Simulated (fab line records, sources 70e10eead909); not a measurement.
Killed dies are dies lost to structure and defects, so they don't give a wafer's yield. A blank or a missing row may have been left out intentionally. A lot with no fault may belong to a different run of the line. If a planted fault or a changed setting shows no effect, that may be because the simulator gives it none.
One fault seen from 3 desks    flow nand_harc    each desk holds nothing but its own numbers, with what lay behind them at the end

## AT THE TOOL OWNER'S DESK: pvd_sputter-02
The tool's own readings at NHARC_A_M0_PVD_20 (deposits TaN, target thk 5 nm, time 8.06 s): means of the sampled wafers that have a number, for each lot that ran on this tool. If a lot's mean is further than 4 standard deviations from the usual mean, the lot is out of limits and carries the mark OUT (the distance appears in the brackets).
Columns: A = throttle_valve_pct at NHARC_A_M0_PVD_20, usual 30.1 %
lot   first seen here  A
L805  day 28 16:55     29.9
L807  day 29 17:32     30.0
Result from this desk: across the 2 lots, nothing is out of limits.

## AT THE METROLOGY DESK
What the gauges read for every lot (on any tool): the sampled wafers with a number, averaged. If a lot's mean is further than 4 standard deviations from the usual mean, the lot is out of limits and carries the mark OUT (the distance appears in the brackets).
Columns: A = cd_nm at NHARC_A_M0_CD_MEAS_09, usual 79.6 nm; B = overlay_x_nm at NHARC_A_M0_OVL_MEAS_10, usual -0.2 nm; C = overlay_y_nm at NHARC_A_M0_OVL_MEAS_10, usual 0.0 nm; D = cd_nm at NHARC_A_M0_CD_MEAS_16, usual 79.5 nm
lot   first seen here  A     B     C     D
L792  day 23 09:24     78.8  0.1   0.7   79.1
L805  day 28 15:41     79.7  -0.4  0.2   79.3
L807  day 29 16:17     80.0  2.2   0.4   79.4
L809  day 30 03:47     79.3  0.4   0.5   79.5
L813  day 32 01:35     79.7  -1.1  -0.4  79.8
Result from this desk: across the 5 lots, nothing is out of limits.

## THE DEFECT DESK
Lot by lot, what the route's inspections counted, given as the mean of those sampled wafers with a number. If a lot's mean is further than 4 standard deviations from the usual mean, the lot is out of limits and carries the mark OUT (the distance appears in the brackets).
Columns: A = raw_defect_count at NHARC_A_M0_INSPECT_11, usual 80
lot   first seen here  A
L792  day 23 09:31     44
L805  day 28 15:48     111
L807  day 29 16:24     75
L809  day 30 03:55     103
L813  day 32 01:42     26
Result from this desk: across the 5 lots, nothing is out of limits.

## TAKEN TOGETHER
The desk of the tool owner found nothing out of limits.
The metrology desk saw nothing out of limits.
The defect desk saw nothing out of limits.

## WHAT HAD BEEN PUT IN BY THE SIMULATOR
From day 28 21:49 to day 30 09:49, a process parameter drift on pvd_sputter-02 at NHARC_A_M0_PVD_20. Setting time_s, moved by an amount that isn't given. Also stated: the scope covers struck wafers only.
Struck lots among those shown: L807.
